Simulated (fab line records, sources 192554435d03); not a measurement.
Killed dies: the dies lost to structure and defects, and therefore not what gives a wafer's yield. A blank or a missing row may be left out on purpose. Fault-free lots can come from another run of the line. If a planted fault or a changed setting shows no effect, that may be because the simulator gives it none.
Chamber matching	flow n5_finfet	N5_MOL_CONTACT_COAG_ALD_20 on ald_metal-03: 4 sister chambers
The step deposits TiN, target thk 1.5 nm, pulse time 1 s, purge time 3 s. 8 wafers are shown with their chamber, then 7 later ones without.

== WAFERS, EACH WITH ITS CHAMBER ==
wafer	chamber	heater_power_w (W)	precursor_pulse_height_rel
L076.2	1	989	0.992
L076.4	0	919	0.994
L080.3	3	805	1.011
L080.5	3	812	1.010
L082.4	0	885	1.022
L082.5	1	1036	1.000
L085.1	2	955	0.995
L085.5	2	973	1.006

== WAFERS MISSING THEIR CHAMBER ==
wafer	heater_power_w (W)	precursor_pulse_height_rel
L085.6	803	0.987
L090.3	963	1.044
L090.5	813	0.987
L090.6	926	0.976
L097.1	948	0.982
L097.2	997	1.020
L097.3	817	0.969

== CHAMBER TAKEN BY EACH ==
wafer	from the rows above	in truth
L085.6	3	3
L090.3	can't be placed: 2 or 0 or 1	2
L090.5	3	3
L090.6	can't be placed: 2 or 0 or 1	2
L097.1	can't be placed: 2 or 0 or 1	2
L097.2	can't be placed: 1 or 2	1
L097.3	can't be placed: 3 or 0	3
2 of 7 placed correctly. Can't be placed from these rows: 5 (the true chamber is among the candidates in 5). Wrongly placed: 0.
How it was worked out, from the rows above alone: a wafer's distance from a chamber is the root of the sum, over the readings, of the square of ((its reading less the chamber's mean) divided by the reading's scatter). The wafer belongs to the nearest chamber; if the next one is less than 2 further off, it can't be placed. The mean given for a chamber averages the wafers shown for that chamber. The scatter: the root of (the sum of the squares of (reading less its chamber's mean) over the shown wafers, divided by (wafers less chambers)).
